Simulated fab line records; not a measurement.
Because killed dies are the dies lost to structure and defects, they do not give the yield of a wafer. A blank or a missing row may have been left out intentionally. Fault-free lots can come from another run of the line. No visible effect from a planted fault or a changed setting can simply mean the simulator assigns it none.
fab line records -- flow n5_finfet
[record] lots = 7, wafers = 21
route steps=1938 shown SD_EPI_P@301 MOL_CONTACT_COAG@532 BEOL_M0_SAQP@641 BEOL_M1@755
start_h: hours from the record's first day to the start of the lot's first wafer shown -- wait_h: hours from the lot's prior step to this one -- " the same as in the row above -- L1.1+2: one row covering several wafers at once -- - no value present, or no start provided -- * or withheld: withheld -- < > ~ a bound
route shown NAME@n: a module of which the file shows steps, and the number in the route of the first -- usual: the fault-free wafers' mean and standard deviation -- same: alike in all rows -- chamber/n: place in a boat -- sites: each site's reading -- _std_site: their standard deviation -- _edge_site: inner sites' mean taken away from outer sites' mean -- radius_mm: for every site, how far away it sits from the centre of the wafer -- mask NAME#n: copy n -- behind: the most recent tool/chamber to have shaped the wafer -- hold: why the lot was held/for how many hours/how that ended -- device: names the non-switching transistor (n, p or np) -- end of line: tests of these same wafers at the route's end -- a step given without rows: its recipe and nothing more -- killed: dies that structure and defects cost at the first sort, which is not the same as the wafer's yield -- map: per-die view of a wafer (x killed, . not killed, _ where there is no die)
set.NAME: setting as actually run; set.NAME@STEP: the setting as run at that earlier step -- model.NAME: the simulator's own value behind a step, which no gauge read
lots with deliberately changed settings; one table per step, one row per wafer
[[steps]]
[step N5_SD_EPI_P_PEB_07]
[recipe] peb_temp_c = 110, peb_time_s = 60, resist = CAR-ArF-block
lot.wafer,tool,chamber,start_h,wait_h,set.peb_time_s
L075.1+2+3,litho_track-03,0,58.25,0.1,60
L076.1+2+6,litho_track-03,0,66.30,0.1,60
L077.4+5,litho_track-03,0,76.46,0.0,63.76
L077.6,litho_track-03,0,76.46,0.0,60
L080.1+5,litho_track-03,0,92.46,0.1,60
L080.6,litho_track-03,0,92.46,0.1,49.8
L085.1+2+5,litho_track-01,0,121.26,0.1,60
L095.1+3+6,litho_track-01,0,184.16,0.1,60
L096.1,litho_track-05,0,188.96,0.1,60
L096.4+6,litho_track-05,0,188.96,0.1,46.83
[step N5_SD_EPI_P_DEVELOP_08]
[recipe] develop_time_s = 30, developer = TMAH, resist = CAR-ArF-block, dev_temp_c = 23, rinse_liquid = diw, dry = air_spin
[step N5_SD_EPI_P_CD_MEAS_09]
[recipe] target_cd_nm = 240, landing_energy_ev = 500, detector = se_inlens
[usual] cd_nm = 240.0/0.75
lot.wafer,tool,chamber,start_h,wait_h,set.peb_time_s@SD_EPI_P_PEB_07,cd_nm
L075.1,cd_sem-03,0,58.31,-,60,239.9
L075.2,cd_sem-03,0,58.31,-,60,241.0
L075.3,cd_sem-03,0,58.31,-,60,239.6
L076.1,cd_sem-01,0,66.37,-,60,240.6
L076.2,cd_sem-01,0,66.37,-,60,240.4
L076.6,cd_sem-01,0,66.37,-,60,240.6
L077.4,cd_sem-01,0,76.53,-,63.76,241.1
L077.5,cd_sem-01,0,76.53,-,63.76,241.2
L077.6,cd_sem-01,0,76.53,-,60,239.7
L080.1,cd_sem-02,0,92.52,-,60,241.0
L080.5,cd_sem-02,0,92.52,-,60,241.1
L080.6,cd_sem-02,0,92.52,-,49.8,233.2
L085.1,cd_sem-01,0,121.33,-,60,239.1
L085.2,cd_sem-01,0,121.33,-,60,240.8
L085.5,cd_sem-01,0,121.33,-,60,239.7
L095.1,cd_sem-03,0,184.23,-,60,239.5
L095.3,cd_sem-03,0,184.23,-,60,241.3
L095.6,cd_sem-03,0,184.23,-,60,240.9
L096.1,cd_sem-01,0,189.03,-,60,239.7
L096.4,cd_sem-01,0,189.03,-,46.83,231.3
L096.6,cd_sem-01,0,189.03,-,46.83,229.6
[step N5_SD_EPI_P_DESCUM_14]
[recipe] chemistry = O2, time_s = 7.9, source_power_w = 50, bias_power_w = 20, pressure_mtorr = 20, rf_frequency_hz = 2.712e+07, temp_c = 40, resist = CAR-ArF-block, o2_flow_sccm = 225
lot.wafer,tool,chamber,start_h,wait_h,set.peb_time_s@SD_EPI_P_PEB_07,model.SD_EPI_P.cd_nm
L075.1,rie_diel-05,0,58.40,0.0,60,240.2
L075.2,rie_diel-05,1,58.40,0.0,60,240.8
L075.3,rie_diel-05,3,58.40,0.0,60,239.6
L076.1,rie_diel-01,3,66.46,0.0,60,240.4
L076.2,rie_diel-01,0,66.46,0.0,60,240.2
L076.6,rie_diel-01,2,66.46,0.0,60,240.6
L077.4,rie_diel-05,1,76.61,0.0,63.76,241.2
L077.5,rie_diel-05,0,76.61,0.0,63.76,241
L077.6,rie_diel-05,1,76.61,0.0,60,239.8
L080.1,rie_diel-03,1,92.61,0.0,60,241
L080.5,rie_diel-03,2,92.61,0.0,60,241.2
L080.6,rie_diel-03,3,92.61,0.0,49.8,233
L085.1,rie_diel-05,1,121.60,0.2,60,239.4
L085.2,rie_diel-05,3,121.60,0.2,60,240.6
L085.5,rie_diel-05,3,121.60,0.2,60,239.6
L095.1,rie_diel-01,2,184.32,0.0,60,239.6
L095.3,rie_diel-01,0,184.32,0.0,60,241.4
L095.6,rie_diel-01,2,184.32,0.0,60,240.6
L096.1,rie_diel-05,3,189.12,0.0,60,240.2
L096.4,rie_diel-05,1,189.12,0.0,46.83,230.8
L096.6,rie_diel-05,1,189.12,0.0,46.83,229.6
[step N5_SD_EPI_P_ETCH_36]
[recipe] chemistry = CF4, target = SiARC, target_depth_a = 455, mask_material = CAR-ArF-block, time_s = 75.8, ion_energy_ev = 80, pressure_mtorr = 40, source_w = 545, bias_w = 36, Ar_flow_sccm = 100, cf4_flow_sccm = 100, ends = cleared
[usual] etch_rf_on_time_s = 75.2/1.1, rf_vpp_V = 184.2/0.9
lot.wafer,tool,chamber,start_h,wait_h,set.bias_w,etch_rf_on_time_s,rf_vpp_V
L075.1,rie_diel-05,0,58.44,0.0,36,74.7,183.1
L075.2,rie_diel-05,1,58.44,0.0,36,75.3,184.6
L075.3,rie_diel-05,3,58.44,0.0,36,73.8,183.5
L076.1,rie_diel-01,3,66.49,0.0,30.34,79.0,165.1
L076.2,rie_diel-01,0,66.49,0.0,30.34,78.5,164.1
L076.6,rie_diel-01,2,66.49,0.0,36,74.9,184.2
L077.4,rie_diel-05,1,76.65,0.0,36,74.9,184.8
L077.5,rie_diel-05,0,76.65,0.0,41.59,71.9,202.4
L077.6,rie_diel-05,1,76.65,0.0,36,75.3,184.7
L080.1,rie_diel-03,1,92.65,0.0,32.07,78.6,171.6
L080.5,rie_diel-03,2,92.65,0.0,32.07,76.8,171.4
L080.6,rie_diel-03,3,92.65,0.0,36,74.9,185.0
L085.1,rie_diel-05,1,121.65,0.0,36,75.6,183.6
L085.2,rie_diel-05,3,121.65,0.0,39.2,72.8,194.6
L085.5,rie_diel-05,3,121.65,0.0,39.2,72.5,194.9
L095.1,rie_diel-01,2,184.35,0.0,36,74.2,182.1
L095.3,rie_diel-01,0,184.35,0.0,36,73.9,185.1
L095.6,rie_diel-01,2,184.35,0.0,36,74.5,183.5
L096.1,rie_diel-05,3,189.15,0.0,36,74.6,184.2
L096.4,rie_diel-05,1,189.15,0.0,30.72,79.2,165.6
L096.6,rie_diel-05,1,189.15,0.0,36,75.2,185.2
[step N5_SD_EPI_P_ETCH_37]
[recipe] chemistry = N2/H2, target = SOC, overetch_a = 1080, mask_material = SiARC, temp_c = 40, ion_energy_ev = 100, source_w = 3000, bias_w = 133, pressure_mtorr = 20, time_s = 486, n2_flow_sccm = 200, h2_flow_sccm = 200, ends = end_point
lot.wafer,tool,chamber,start_h,wait_h,set.peb_time_s@SD_EPI_P_PEB_07,model.SD_EPI_P.cd_nm
L075.1,rie_diel-05,0,58.49,0.0,60,241.6
L075.2,rie_diel-05,1,58.49,0.0,60,240.8
L075.3,rie_diel-05,3,58.49,0.0,60,240.4
L076.1,rie_diel-01,3,66.55,0.0,60,240.8
L076.2,rie_diel-01,0,66.55,0.0,60,239.8
L076.6,rie_diel-01,2,66.55,0.0,60,241.2
L077.4,rie_diel-05,1,76.70,0.0,63.76,240.8
L077.5,rie_diel-05,0,76.70,0.0,63.76,241.6
L077.6,rie_diel-05,1,76.70,0.0,60,239.2
L080.1,rie_diel-03,1,92.70,0.0,60,242.2
L080.5,rie_diel-03,2,92.70,0.0,60,242.6
L080.6,rie_diel-03,3,92.70,0.0,49.8,233.8
L085.1,rie_diel-05,1,121.73,0.1,60,240.6
L085.2,rie_diel-05,3,121.73,0.1,60,241.6
L085.5,rie_diel-05,3,121.73,0.1,60,241
L095.1,rie_diel-01,2,184.41,0.0,60,241
L095.3,rie_diel-01,0,184.41,0.0,60,242.2
L095.6,rie_diel-01,2,184.41,0.0,60,241.4
L096.1,rie_diel-05,3,189.21,0.0,60,241
L096.4,rie_diel-05,1,189.21,0.0,46.83,230.2
L096.6,rie_diel-05,1,189.21,0.0,46.83,229.4
[step N5_MOL_CONTACT_COAG_ETCH_106]
[recipe] chemistry = N2/H2, target = SOC, target_depth_a = 800, overetch_a = 160, mask_material = SiARC, temp_c = 40, time_s = 120, ion_energy_ev = 200, pressure_mtorr = 30, source_w = 840, bias_w = 150, n2_flow_sccm = 200, h2_flow_sccm = 200
[usual] rf_vpp_V = 524.3/2.1
lot.wafer,tool,chamber,start_h,wait_h,set.source_w,rf_vpp_V
L075.1,rie_diel-02,0,92.59,0.0,840,519.2
L075.2,rie_diel-02,2,92.59,0.0,840,524.3
L075.3,rie_diel-02,3,92.59,0.0,840,529.1
L076.1,rie_diel-06,1,100.37,0.0,840,526.3
L076.2,rie_diel-06,0,100.37,0.0,840,522.7
L076.6,rie_diel-06,1,100.37,0.0,840,525.4
L077.4,rie_diel-02,2,110.42,0.0,840,524.5
L077.5,rie_diel-02,2,110.42,0.0,938.6,505.7
L077.6,rie_diel-02,3,110.42,0.0,938.6,509.1
L080.1,rie_diel-04,1,126.29,0.0,840,523.2
L080.5,rie_diel-04,3,126.29,0.0,840,523.3
L080.6,rie_diel-04,2,126.29,0.0,840,525.0
L085.1,rie_diel-06,3,159.14,0.0,840,522.4
L085.2,rie_diel-06,1,159.14,0.0,840,525.9
L085.5,rie_diel-06,3,159.14,0.0,840,522.4
L095.1,rie_diel-04,2,218.29,0.0,840,524.9
L095.3,rie_diel-04,0,218.29,0.0,840,525.1
L095.6,rie_diel-04,0,218.29,0.0,840,524.5
L096.1,rie_diel-04,1,224.81,0.0,840,521.0
L096.4,rie_diel-04,2,224.81,0.0,968.6,500.4
L096.6,rie_diel-04,0,224.81,0.0,840,525.9
[step N5_MOL_CONTACT_COAG_COAT_64]
[recipe] resist = underlayer, temp_c = 205, time_s = 60, spin_rpm = 1500, resist_thk_nm = 10
lot.wafer,tool,chamber,start_h,wait_h,set.spin_rpm,model.underlayer_of_MOL_CONTACT_COAG_COAT_64.thk_nm
L075.1+2+3,litho_track-02,0,-,-,1500,10
L076.1+2+6,litho_track-02,0,-,-,1500,10
L077.4+6,litho_track-02,0,-,-,1500,10
L077.5,litho_track-02,0,-,-,1578,9.8
L080.1,litho_track-02,0,-,-,1371,10.4
L080.5+6,litho_track-02,0,-,-,1500,10
L085.1+2,litho_track-01,0,-,-,1500,10
L085.5,litho_track-01,0,-,-,1648,9.6
L095.1+3+6,litho_track-04,0,-,-,1500,10
L096.1+4+6,litho_track-02,0,-,-,1500,10
[step N5_MOL_CONTACT_COAG_EXPOSE_37]
[recipe] mask_id = VD, na = 0.33, source_shape = annular, sigma_inner = 0.3, sigma_outer = 0.7, polarization = unpolarized, defocus_nm = 0, dose_mj = 62
lot.wafer,tool,chamber,start_h,wait_h,mask,set.dose_mj
L075.1+2+3,euv_scanner-02,0,103.17,-,VD#0,62
L076.1,euv_scanner-02,0,109.34,-,VD#0,64.27
L076.2+6,euv_scanner-02,0,109.34,-,VD#0,62
L077.4,euv_scanner-01,0,122.72,-,VD#0,63.57
L077.5+6,euv_scanner-01,0,122.72,-,VD#0,62
L080.1+5,euv_scanner-02,0,137.09,-,VD#0,64.89
L080.6,euv_scanner-02,0,137.09,-,VD#0,62
L085.1,euv_scanner-02,0,171.61,-,VD#0,60.37
L085.2+5,euv_scanner-02,0,171.61,-,VD#0,62
L095.1,euv_scanner-01,0,227.89,-,VD#0,62
L095.3+6,euv_scanner-01,0,227.89,-,VD#0,63.43
L096.1+6,euv_scanner-01,0,235.68,-,VD#0,66.11
L096.4,euv_scanner-01,0,235.68,-,VD#0,62
[step N5_MOL_CONTACT_COAG_PEB_38]
[recipe] peb_temp_c = 100, peb_time_s = 60, resist = CAR-EUV
[step N5_MOL_CONTACT_COAG_DEVELOP_39]
[recipe] develop_time_s = 30, developer = TMAH, resist = CAR-EUV, rinse_liquid = surfactant_rinse, dry = air_spin, dev_temp_c = 23
[step N5_MOL_CONTACT_COAG_DESCUM_45]
[recipe] chemistry = O2, time_s = 7, source_power_w = 50, bias_power_w = 20, pressure_mtorr = 20, rf_frequency_hz = 2.712e+07, temp_c = 40, resist = CAR-EUV, o2_flow_sccm = 225
[step N5_MOL_CONTACT_COAG_ETCH_65]
[recipe] chemistry = N2/H2, target = underlayer, target_depth_a = 130, mask_material = CAR-EUV, time_s = 10.4, ion_energy_ev = 200, pressure_mtorr = 30, source_w = 840, bias_w = 150, n2_flow_sccm = 200, h2_flow_sccm = 200, ends = cleared
lot.wafer,tool,chamber,start_h,wait_h,set.spin_rpm@MOL_CONTACT_COAG_COAT_64,model.CAR-EUV_of_MOL_CONTACT_COAG_COAT_34.thk_nm,model.etch.depth_nm
L075.1,rie_diel-02,2,103.47,0.0,1500,24.8,9.993
L075.2,rie_diel-02,3,103.47,0.0,1500,24.8,9.989
L075.3,rie_diel-02,0,103.47,0.0,1500,24.8,10
L076.1,rie_diel-06,2,109.64,0.0,1500,24.6,10.04
L076.2,rie_diel-06,3,109.64,0.0,1500,24.6,10.03
L076.6,rie_diel-06,2,109.64,0.0,1500,24.4,10.06
L077.4,rie_diel-06,0,123.01,0.0,1500,24.8,10
L077.5,rie_diel-06,2,123.01,0.0,1578,25.2,9.802
L077.6,rie_diel-06,3,123.01,0.0,1500,24.8,9.996
L080.1,rie_diel-02,0,137.39,0.0,1371,24.2,10.46
L080.5,rie_diel-02,1,137.39,0.0,1500,24.6,9.996
L080.6,rie_diel-02,0,137.39,0.0,1500,24.6,9.993
L085.1,rie_diel-06,0,171.97,0.0,1500,24.8,10.03
L085.2,rie_diel-06,2,171.97,0.0,1500,25,10.02
L085.5,rie_diel-06,3,171.97,0.0,1648,25.4,9.559
L095.1,rie_diel-06,3,228.19,0.0,1500,24.6,10.02
L095.3+6,rie_diel-06,"2,0",228.19,0.0,1500,24.4,10.01
L096.1,rie_diel-04,0,237.40,0.0,1500,24.8,10
L096.4,rie_diel-04,1,237.40,0.0,1500,24.8,9.986
L096.6,rie_diel-04,1,237.40,0.0,1500,24.8,10.02
[step N5_MOL_CONTACT_COAG_ETCH_66]
[recipe] chemistry = CF4, target = SiARC, target_depth_a = 130, mask_material = CAR-EUV, time_s = 21.7, ion_energy_ev = 80, pressure_mtorr = 40, source_w = 545, bias_w = 36, Ar_flow_sccm = 100, cf4_flow_sccm = 100, ends = cleared
[step N5_MOL_CONTACT_COAG_ALD_133]
[recipe] material = SiO2, target_thk_a = 50, temp_c = 100, ald_precursor_family = BDEAS, ald_co_reactant = O2-plasma, pulse_time_s = 1, co_reactant_pulse_time_s = 1, purge_time_s = 2, co_reactant_purge_time_s = 2, ald_cycles = 35, pressure_torr = 2
[step N5_MOL_CONTACT_COAG_ETCHBACK_134]
[recipe] chemistry = CHF3, target = SiO2, target_depth_a = 100, time_s = 6.7, ion_energy_ev = 200, pressure_mtorr = 30, source_w = 610, bias_w = 170, Ar_flow_sccm = 200, CHF3_flow_sccm = 50
lot.wafer,tool,chamber,start_h,wait_h,set.spin_rpm@MOL_CONTACT_COAG_COAT_64,model.CAR-EUV_of_MOL_CONTACT_COAG_COAT_34.thk_nm
L075.1+2,rie_diel-02,"0,2",103.75,0.1,1500,15.8
L075.3,rie_diel-02,3,103.75,0.1,1500,15.6
L076.1+2,rie_diel-02,"2,0",109.94,0.1,1500,15.6
L076.6,rie_diel-02,0,109.94,0.1,1500,15.4
L077.4+6,rie_diel-04,"0,1",123.66,0.1,1500,15.6
L077.5,rie_diel-04,0,123.66,0.1,1578,16
L080.1,rie_diel-06,2,138.01,0.1,1371,15
L080.5,rie_diel-06,2,138.01,0.1,1500,15.4
L080.6,rie_diel-06,3,138.01,0.1,1500,15.6
L085.1+2,rie_diel-02,"2,1",172.60,0.1,1500,15.8
L085.5,rie_diel-02,1,172.60,0.1,1648,16.2
L095.1+3+6,rie_diel-04,"2,3,3",229.13,0.4,1500,15.4
L096.1,rie_diel-04,2,237.76,0.1,1500,15.8
L096.4+6,rie_diel-04,"0,3",237.76,0.1,1500,15.6
[step N5_BEOL_M0_SAQP_COAT_81]
[recipe] resist = SOC, temp_c = 250, time_s = 60, spin_rpm = 1500, resist_thk_nm = 100
lot.wafer,tool,chamber,start_h,wait_h,set.spin_rpm,model.SOC_of_BEOL_M0_SAQP_COAT_81.thk_nm
L075.1+2,litho_track-03,0,109.28,0.1,1500,99.8
L075.3,litho_track-03,0,109.28,0.1,1500,99.6
L076.1,litho_track-05,0,116.13,0.1,1500,100.2
L076.2,litho_track-05,0,116.13,0.1,1586,97.8
L076.6,litho_track-05,0,116.13,0.1,1586,97.4
L077.4,litho_track-01,0,129.13,0.0,1500,100.4
L077.5,litho_track-01,0,129.13,0.0,1628,96
L077.6,litho_track-01,0,129.13,0.0,1500,100.2
L080.1+5,litho_track-03,0,144.45,0.1,1500,100
L080.6,litho_track-03,0,144.45,0.1,1353,105.6
L085.1,litho_track-01,0,177.79,0.1,1424,103
L085.2,litho_track-01,0,177.79,0.1,1424,102.4
L085.5,litho_track-01,0,177.79,0.1,1424,102.6
L095.1,litho_track-01,0,237.48,0.1,1500,100.4
L095.3+6,litho_track-01,0,237.48,0.1,1428,103
L096.1,litho_track-01,0,243.08,0.1,1370,105.6
L096.4,litho_track-01,0,243.08,0.1,1370,105.2
L096.6,litho_track-01,0,243.08,0.1,1500,100.6
[step N5_BEOL_M0_SAQP_SPACER1_ALD_98]
[recipe] material = SiO2, target_thk_a = 128, temp_c = 300, ald_precursor_family = BDEAS, ald_co_reactant = O2-plasma, pulse_time_s = 1, purge_time_s = 2, co_reactant_purge_time_s = 2, ald_cycles = 138, pressure_torr = 2
lot.wafer,tool,chamber,start_h,wait_h,set.ald_cycles,model.SiO2_of_BEOL_M0_SAQP_SPACER1_ALD_98.thk_nm
L075.1+2+3,ald_sin-02,"3,2,1",111.59,0.9,138,12.8
L076.1+2+6,ald_sin-02,"2,1,0",117.61,0.3,138,12.8
L077.4,ald_sin-01,1,130.48,0.1,150,13.8
L077.5,ald_sin-01,0,130.48,0.1,150,14
L077.6,ald_sin-01,1,130.48,0.1,138,12.8
L080.1+5+6,ald_sin-04,"0,2,3",145.67,0.3,151,14
L085.1,ald_sin-04,2,179.13,0.3,118,11
L085.2+5,ald_sin-04,"3,2",179.13,0.3,138,12.8
L095.1,ald_sin-02,0,238.71,0.3,138,12.8
L095.3+6,ald_sin-02,"2,1",238.71,0.3,127,11.8
L096.1+4,ald_sin-01,"3,0",244.43,0.3,157,14.6
L096.6,ald_sin-01,1,244.43,0.3,138,12.8
[step N5_BEOL_M0_SAQP_SPACER1_ETCHBACK_99]
[recipe] chemistry = CHF3/O2, mode = anisotropic_etchback, target = SiO2, target_depth_a = 154, time_s = 7.7, pressure_mtorr = 30, source_w = 650, bias_w = 170, Ar_flow_sccm = 200, CHF3_flow_sccm = 50, O2_flow_sccm = 5, ion_energy_ev = 200
[step N5_BEOL_M0_SAQP_MANDREL1_REMOVE_100]
[recipe] chemistry = HBr/Cl2/O2, bt_time_s = 10, target = a-Si, stop_on = SiNx, endpoint = OES-SiCl, over_etch_frac = 0.85, icp_w = 600, bias_w = 30, HBr_flow_sccm = 150, Cl2_flow_sccm = 80, O2_flow_sccm = 5, pressure_mtorr = 10
lot.wafer,tool,chamber,start_h,wait_h,set.ald_cycles@BEOL_M0_SAQP_SPACER1_ALD_98,model.BEOL_M0_SAQP.cd_nm
L075.1+2+3,rie_si-06,"2,3,0",112.15,0.1,138,12.8
L076.1+2+6,rie_si-06,"0,1,2",118.17,0.1,138,12.8
L077.4+5,rie_si-02,1,131.08,0.1,150,14
L077.6,rie_si-02,2,131.08,0.1,138,12.8
L080.1+5+6,rie_si-02,"3,0,3",146.24,0.1,151,14
L085.1,rie_si-05,1,179.70,0.1,118,11
L085.2,rie_si-05,3,179.70,0.1,138,12.8
L085.5,rie_si-05,0,179.70,0.1,138,12.6
L095.1,rie_si-05,1,239.33,0.1,138,12.6
L095.3+6,rie_si-05,2,239.33,0.1,127,11.8
L096.1+4,rie_si-02,"3,2",245.00,0.1,157,14.6
L096.6,rie_si-02,1,245.00,0.1,138,12.8
[step N5_BEOL_M0_SAQP_CD_MEAS_25]
[recipe] target_cd_nm = 13.1, landing_energy_ev = 1000, detector = se_inlens
[usual] cd_nm = 12.79/0.22
lot.wafer,tool,chamber,start_h,wait_h,set.ald_cycles@BEOL_M0_SAQP_SPACER1_ALD_98,cd_nm
L075.1,cd_sem-03,0,112.26,0.1,138,13.04
L075.2,cd_sem-03,0,112.26,0.1,138,12.51
L075.3,cd_sem-03,0,112.26,0.1,138,12.61
L076.1,cd_sem-02,0,118.28,0.1,138,12.58
L076.2,cd_sem-02,0,118.28,0.1,138,12.67
L076.6,cd_sem-02,0,118.28,0.1,138,12.96
L077.4,cd_sem-03,0,131.19,0.1,150,14.33
L077.5,cd_sem-03,0,131.19,0.1,150,14.05
L077.6,cd_sem-03,0,131.19,0.1,138,13.06
L080.1,cd_sem-01,0,146.35,0.1,151,13.76
L080.5,cd_sem-01,0,146.35,0.1,151,13.99
L080.6,cd_sem-01,0,146.35,0.1,151,14.02
L085.1,cd_sem-02,0,179.81,0.1,118,10.82
L085.2,cd_sem-02,0,179.81,0.1,138,12.36
L085.5,cd_sem-02,0,179.81,0.1,138,12.78
L095.1,cd_sem-03,0,239.44,0.1,138,12.26
L095.3,cd_sem-03,0,239.44,0.1,127,12.02
L095.6,cd_sem-03,0,239.44,0.1,127,11.75
L096.1,cd_sem-01,0,245.11,0.1,157,14.84
L096.4,cd_sem-01,0,245.11,0.1,157,14.51
L096.6,cd_sem-01,0,245.11,0.1,138,12.76
[step N5_BEOL_M0_SAQP_ETCH_106]
[recipe] chemistry = N2/H2, target = SOC, target_depth_a = 1500, stop_on = SiNx, ion_energy_ev = 100, bias_w = 61, pressure_mtorr = 30, source_w = 850, n2_flow_sccm = 200, h2_flow_sccm = 200
lot.wafer,tool,chamber,start_h,wait_h,set.target_depth_a,model.SOC_of_BEOL_M0_SAQP_COAT_105.thk_nm
L075.1,rie_diel-05,1,113.13,-,1500,25.4
L075.2,rie_diel-05,3,113.13,-,1500,24
L075.3,rie_diel-05,1,113.13,-,1500,25
L076.1,rie_diel-01,0,119.07,-,1500,22.4
L076.2,rie_diel-01,1,119.07,-,1500,23.6
L076.6,rie_diel-01,0,119.07,-,1500,21.8
L077.4,rie_diel-05,0,131.92,-,1500,24.2
L077.5,rie_diel-05,3,131.92,-,1500,23.8
L077.6,rie_diel-05,1,131.92,-,1500,24.8
L080.1,rie_diel-05,3,147.06,-,1500,24
L080.5,rie_diel-05,2,147.06,-,1557,17.8
L080.6,rie_diel-05,1,147.06,-,1500,24.8
L085.1,rie_diel-05,1,180.56,-,1500,23.2
L085.2,rie_diel-05,0,180.56,-,1369,30
L085.5,rie_diel-05,1,180.56,-,1500,22.6
L095.1,rie_diel-01,3,240.21,-,1450,24
L095.3,rie_diel-01,2,240.21,-,1450,24.8
L095.6,rie_diel-01,3,240.21,-,1500,21.4
L096.1,rie_diel-03,1,246.00,-,1500,26
L096.4,rie_diel-03,0,246.00,-,1644,17
L096.6,rie_diel-03,0,246.00,-,1500,24.4
[step N5_BEOL_M0_SAQP_ETCH_107]
[recipe] chemistry = CH3F/O2, target = SiNx, target_depth_a = 300, mask_material = SOC, pressure_mtorr = 30, source_w = 395, bias_w = 73, Ar_flow_sccm = 150, CH3F_flow_sccm = 30, O2_flow_sccm = 20, ion_energy_ev = 120
lot.wafer,tool,chamber,start_h,wait_h,set.target_depth_a@BEOL_M0_SAQP_ETCH_106,model.SOC_of_BEOL_M0_SAQP_COAT_105.thk_nm
L075.1,rie_diel-05,1,113.22,0.1,1500,14.6
L075.2,rie_diel-05,3,113.22,0.1,1500,13
L075.3,rie_diel-05,1,113.22,0.1,1500,14
L076.1,rie_diel-01,0,119.13,0.0,1500,11.4
L076.2,rie_diel-01,1,119.13,0.0,1500,12.6
L076.6,rie_diel-01,0,119.13,0.0,1500,10.8
L077.4,rie_diel-05,0,131.97,0.0,1500,13.4
L077.5,rie_diel-05,3,131.97,0.0,1500,13
L077.6,rie_diel-05,1,131.97,0.0,1500,13.8
L080.1,rie_diel-05,3,147.12,0.0,1500,13
L080.5,rie_diel-05,2,147.12,0.0,1557,6.4
L080.6,rie_diel-05,1,147.12,0.0,1500,13.8
L085.1,rie_diel-05,1,180.62,0.0,1500,12.2
L085.2,rie_diel-05,0,180.62,0.0,1369,19
L085.5,rie_diel-05,1,180.62,0.0,1500,11.6
L095.1,rie_diel-01,3,240.27,0.0,1450,13
L095.3,rie_diel-01,2,240.27,0.0,1450,13.8
L095.6,rie_diel-01,3,240.27,0.0,1500,10.4
L096.1,rie_diel-03,1,246.06,0.0,1500,15.4
L096.4,rie_diel-03,0,246.06,0.0,1644,6
L096.6,rie_diel-03,0,246.06,0.0,1500,13.8
[step N5_BEOL_M1_COAT_61]
[recipe] resist = SOC, temp_c = 250, time_s = 60, spin_rpm = 1500, resist_thk_nm = 60
lot.wafer,tool,chamber,start_h,wait_h,set.spin_rpm,model.SOC_of_BEOL_M1_COAT_61.thk_nm
L075.1,litho_track-01,0,125.02,0.1,1500,60.4
L075.2+3,litho_track-01,0,125.02,0.1,1500,60.2
L076.1,litho_track-01,0,128.37,0.1,1500,60
L076.2,litho_track-01,0,128.37,0.1,1500,60.2
L076.6,litho_track-01,0,128.37,0.1,1633,57.8
L077.4+5,litho_track-01,0,141.19,0.1,1500,60
L077.6,litho_track-01,0,141.19,0.1,1500,60.2
L080.1+6,litho_track-01,0,158.20,0.1,1500,60
L080.5,litho_track-01,0,158.20,0.1,1641,57.4
L085.1,litho_track-04,0,192.54,0.1,1435,61.2
L085.2+5,litho_track-04,0,192.54,0.1,1500,60
L095.1,litho_track-01,0,254.10,0.1,1579,58.8
L095.3,litho_track-01,0,254.10,0.1,1500,60.2
L095.6,litho_track-01,0,254.10,0.1,1579,58.6
L096.1,litho_track-01,0,257.62,0.1,1500,59.8
L096.4,litho_track-01,0,257.62,0.1,1349,63.2
L096.6,litho_track-01,0,257.62,0.1,1349,63.6
[[key]]
[split] step = N5_SD_EPI_P_PEB_07, setting = peb_time_s, stated = 60, by = wafer
[response] step = N5_SD_EPI_P_CD_MEAS_09, reading = cd_nm, change = +0.426, per = 1%, r = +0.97
[response] step = N5_SD_EPI_P_DESCUM_14, reading = model.SD_EPI_P.cd_nm, change = +0.451, per = 1%, r = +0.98
[response] step = N5_SD_EPI_P_ETCH_37, reading = model.SD_EPI_P.cd_nm, change = +0.499, per = 1%, r = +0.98
[split] step = N5_SD_EPI_P_ETCH_36, setting = bias_w, stated = 36, by = wafer
[response] step = N5_SD_EPI_P_ETCH_36, reading = etch_rf_on_time_s, change = *, per = 1%, r = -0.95
[response] step = N5_SD_EPI_P_ETCH_36, reading = rf_vpp_V, change = +1.23, per = 1%, r = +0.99
[split] step = N5_MOL_CONTACT_COAG_ETCH_106, setting = source_w, stated = 840, by = wafer
[response] step = N5_MOL_CONTACT_COAG_ETCH_106, reading = rf_vpp_V, change = -1.49, per = 1%, r = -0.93
[split] step = N5_MOL_CONTACT_COAG_COAT_64, setting = spin_rpm, stated = 1500, by = wafer
[response] step = N5_MOL_CONTACT_COAG_COAT_64, reading = model.underlayer_of_MOL_CONTACT_COAG_COAT_64.thk_nm, change = -0.0425, per = 1%, r = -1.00
[response] step = N5_MOL_CONTACT_COAG_ETCH_65, reading = model.CAR-EUV_of_MOL_CONTACT_COAG_COAT_34.thk_nm, change = +0.0527, per = 1%, r = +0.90
[response] step = N5_MOL_CONTACT_COAG_ETCH_65, reading = model.etch.depth_nm, change = -0.0485, per = 1%, r = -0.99
[response] step = N5_MOL_CONTACT_COAG_ETCHBACK_134, reading = model.CAR-EUV_of_MOL_CONTACT_COAG_COAT_34.thk_nm, change = +0.0521, per = 1%, r = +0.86
[split] step = N5_MOL_CONTACT_COAG_EXPOSE_37, setting = dose_mj, stated = 62, by = wafer
response none clear
[split] step = N5_BEOL_M0_SAQP_COAT_81, setting = spin_rpm, stated = 1500, by = wafer
[response] step = N5_BEOL_M0_SAQP_COAT_81, reading = model.SOC_of_BEOL_M0_SAQP_COAT_81.thk_nm, change = -0.535, per = 1%, r = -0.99
[split] step = N5_BEOL_M0_SAQP_SPACER1_ALD_98, setting = ald_cycles, stated = 138, by = wafer
[response] step = N5_BEOL_M0_SAQP_SPACER1_ALD_98, reading = model.SiO2_of_BEOL_M0_SAQP_SPACER1_ALD_98.thk_nm, change = +0.127, per = 1%, r = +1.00
[response] step = N5_BEOL_M0_SAQP_MANDREL1_REMOVE_100, reading = model.BEOL_M0_SAQP.cd_nm, change = +0.123, per = 1%, r = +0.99
[response] step = N5_BEOL_M0_SAQP_CD_MEAS_25, reading = cd_nm, change = +0.12, per = 1%, r = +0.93
[split] step = N5_BEOL_M0_SAQP_ETCH_106, setting = target_depth_a, stated = 1500, by = wafer
[response] step = N5_BEOL_M0_SAQP_ETCH_106, reading = model.SOC_of_BEOL_M0_SAQP_COAT_105.thk_nm, change = -0.906, per = 1%, r = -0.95
[response] step = N5_BEOL_M0_SAQP_ETCH_107, reading = model.SOC_of_BEOL_M0_SAQP_COAT_105.thk_nm, change = -0.934, per = 1%, r = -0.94
[split] step = N5_BEOL_M1_COAT_61, setting = spin_rpm, stated = 1500, by = wafer
[response] step = N5_BEOL_M1_COAT_61, reading = model.SOC_of_BEOL_M1_COAT_61.thk_nm, change = -0.299, per = 1%, r = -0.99
